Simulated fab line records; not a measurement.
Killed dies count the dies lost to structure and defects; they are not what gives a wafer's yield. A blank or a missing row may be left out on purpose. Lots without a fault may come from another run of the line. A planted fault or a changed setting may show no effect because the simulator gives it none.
Matching of chambers	flow nand harc	3 sister chambers for NHARC_A_STAIRCASE_DEP_151 on pecvd-04
The step deposits SiO2, target thk 7200 nm. 3 wafers are shown with their chamber, then 7 later ones without.

== WAFERS, EACH WITH ITS CHAMBER ==
wafer	chamber	heater power w (W)
L085.2	0	696
L087.2	2	560
L087.3	1	637

== WAFERS WITHOUT THEIR CHAMBER ==
wafer	heater power w (W)
L087.5	592
L091.2	562
L091.4	579
L091.5	486
L095.1	733
L095.3	487
L095.5	591

== EACH ONE'S CHAMBER ==
wafer	from the rows above	in truth
L087.5	can't be placed: 2 or 1 or 0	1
L091.2	can't be placed: 2 or 1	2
L091.4	can't be placed: 2 or 1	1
L091.5	can't be placed: 2 or 1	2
L095.1	can't be placed: 0 or 1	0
L095.3	can't be placed: 2 or 1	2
L095.5	can't be placed: 2 or 1 or 0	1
Correct placement for 0 of the 7. These rows do not allow placing 7 (true chamber among the candidates in 7). Number placed wrongly: 0.
How it was worked out, from the rows above alone: a wafer's distance from a chamber is the root of the sum, over the readings, of the square of ((its reading less the chamber's mean) divided by the reading's scatter). The wafer belongs to the nearest chamber; if the next one is less than 2 further off, it can't be placed. For every chamber, the mean is computed from those of its wafers that are shown. The scatter: root of mean squared gap, hidden wafer to nearest shown wafer, with one shown wafer a chamber.
